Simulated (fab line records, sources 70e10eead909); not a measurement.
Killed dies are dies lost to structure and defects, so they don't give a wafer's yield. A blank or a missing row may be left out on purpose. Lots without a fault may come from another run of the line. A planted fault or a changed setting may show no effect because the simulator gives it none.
Chamber matching | flow nand_harc | NHARC_A_STAIRCASE_DEP_471 on pecvd-01: 3 sister chambers
The step deposits SiO2, target thk 100 nm. 16 wafers are shown with their chamber, then 8 later ones without.

WAFERS WITH THEIR CHAMBER
wafer  | chamber | throttle_valve_pct (%) | heater_power_w (W) | susceptor_temp_C (C)
L075.3 | 0       | 15.6                   | 616                | 400.38
L075.4 | 2       | 16.8                   | 405                | 400.09
L075.5 | 1       | 15.6                   | 601                | 400.10
L080.1 | 2       | 16.6                   | 474                | 399.80
L080.5 | 2       | 16.7                   | 477                | 400.40
L080.6 | 0       | 15.5                   | 481                | 400.37
L077.3 | 2       | 16.6                   | 430                | 399.95
L077.5 | 2       | 16.7                   | 433                | 400.17
L077.6 | 1       | 15.4                   | 489                | 400.08
L081.1 | 0       | 15.5                   | 561                | 400.06
L081.2 | 2       | 16.6                   | 419                | 399.92
L081.6 | 1       | 15.6                   | 477                | 400.56
L082.2 | 0       | 15.7                   | 528                | 400.47
L082.4 | 0       | 15.7                   | 532                | 400.41
L082.6 | 1       | 15.8                   | 609                | 400.05
L084.1 | 0       | 15.5                   | 619                | 400.16

SIGNATURES (means of the wafers above)
reading            | chamber 0 | chamber 1 | chamber 2 | scatter within a chamber
throttle_valve_pct | 15.583    | 15.600    | 16.667    | 0.112
heater_power_w     | 556.17    | 544.00    | 439.67    | 51.1
susceptor_temp_C   | 400.3083  | 400.1975  | 400.0550  | 0.203
Rule: a wafer's distance from a chamber is the root of the sum, over the readings, of the square of ((its reading less the chamber's mean) divided by the reading's scatter). The wafer belongs to the nearest chamber; if the next one is less than 2 further off, it can't be placed. The scatter: the root of (the sum of the squares of (reading less its chamber's mean) over the shown wafers, divided by (wafers less chambers)).

WAFERS WITHOUT THEIR CHAMBER
wafer  | throttle_valve_pct (%) | heater_power_w (W) | susceptor_temp_C (C)
L084.5 | 15.4                   | 469                | 400.00
L084.6 | 16.7                   | 417                | 400.17
L086.2 | 15.7                   | 533                | 400.14
L086.3 | 15.8                   | 572                | 400.13
L086.5 | 15.5                   | 531                | 400.21
L087.2 | 15.7                   | 478                | 400.05
L087.3 | 16.5                   | 469                | 400.24
L087.5 | 15.6                   | 578                | 399.68

WHICH CHAMBER EACH WENT THROUGH
wafer  | from the rows above     | in truth
L084.5 | can't be placed: 1 or 0 | 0
L084.6 | 2                       | 2
L086.2 | can't be placed: 1 or 0 | 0
L086.3 | can't be placed: 1 or 0 | 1
L086.5 | can't be placed: 1 or 0 | 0
L087.2 | can't be placed: 1 or 0 | 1
L087.3 | 2                       | 2
L087.5 | can't be placed: 1 or 0 | 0
Placed correctly: 2 of 8. Can't be placed from these rows: 6 (the true chamber is among the candidates in 6). Placed wrongly: 0.
